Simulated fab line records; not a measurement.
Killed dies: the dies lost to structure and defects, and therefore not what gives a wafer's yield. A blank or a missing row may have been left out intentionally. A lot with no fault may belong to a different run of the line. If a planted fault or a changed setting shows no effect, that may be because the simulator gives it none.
A lot that was struck, set against a sound lot ; flow nandHarc ; 15 steps out of a route of 1159
Sound: these wafers, L703.1, L703.3, L703.4. The struck wafers were L714.1, L714.2, L714.3. The cause comes at the end.
Order at every step that has rows: each side's tool, ch and its chambers, its first start. Under that, the readings that differ: sound wafers ; struck wafers ; difference of the means ; sigmas: that difference in standard deviations of wafers without a fault.
alike: a reading whose means differ by less than 2 such deviations, as well as words and numbers matching on both sides. not compared: withheld readings; readings where some wafer has no value; bounds like >300 that might hide an equal value; numbers whose values overlap and for which the record gives no deviation.
A row with sigmas, a row that says differs or no value, or rows on one side alone: a step with any of these is where the two part. Non-overlapping numbers with no deviation appear without sigmas and do not part them. Lack of a reading on every wafer of one side parts them only where that side has two or more wafers.

first, 2 steps without rows for these wafers: NHARC_P_GATE_PEB_09 (peb time 85 s); NHARC_P_GATE_DEVELOP_10 (time 70 s).
NHARC_P_GATE_CD_MEAS_11: the cd target is 1640 nm.
  sound on cdSem-03 ch 0, day 4 03:48; struck on cdSem-02 ch 0, day 7 06:52
  alike: cdNm
then, 1 step without rows for these wafers: NHARC_P_GATE_HARDBAKE_12 (time 80 s).
NHARC_P_GATE_DESCUM_13: chemistry O2, time 3 s.
  sound on rieDiel-09 ch 1,3, day 4 03:58; struck on rieDiel-06 ch 0,2,3, day 7 07:02
  alike: drypumpMotorCurrentA, oesProductAu, rfVppV, showerheadPlenumPTorr, throttleValvePct
  not compared: rfHoursCounterH
then, 6 steps without rows for these wafers: NHARC_P_GATE_ETCH_14 (etches SiO2 in dHF, target depth 48.8 nm); NHARC_P_GATE_STRIP_15 (strips in SPM, time 780 s); NHARC_P_GATE_PRECLEAN_71 (cleans in SC1); NHARC_P_GATE_SRD_72; NHARC_P_GATE_OXIDE_16 (material SiO2, target thk 3 nm, ox time 392 s); NHARC_P_GATE_CVD_17 (deposits poly-Si, target thk 150 nm, time 900 s).
NHARC_P_GATE_HM_DEP_102: deposits aC, target thk 120 nm.
  sound on aclDep-01 ch 0, day 4 21:22; struck on aclDep-01 ch 0, day 7 21:04
  alike: throttleValvePct
  not compared: susceptorTempC
NHARC_P_GATE_DEP_103: deposits SiON, target thk 30 nm.
  sound on pecvd-01 ch 0,1,2, day 4 22:02; struck on pecvd-01 ch 0,1,2, day 7 21:44
  no value came back on the struck wafers for heaterPowerOuterW (W), heaterPowerW (W); on the sound wafers heaterPowerOuterW (W) reads 332 447 501
then, 1 step without rows for these wafers: NHARC_P_GATE_DEHYDRATE_18 (time 120 s).
-- break in the record here, with 16 days between the starts of the struck wafers on either side (left off in module P_GATE, picked up again in module END, where the first step shown is number 1159 on the route) --
NHARC_END_SORT_01:
  here the record holds rows for the struck wafers (prober-02 ch 0, day 23 13:04) but none for the sound ones

## WHERE THEY PART
At NHARC_P_GATE_DEP_103 first; at NHARC_END_SORT_01 last (within this record only).

WHY: what the simulator had put in
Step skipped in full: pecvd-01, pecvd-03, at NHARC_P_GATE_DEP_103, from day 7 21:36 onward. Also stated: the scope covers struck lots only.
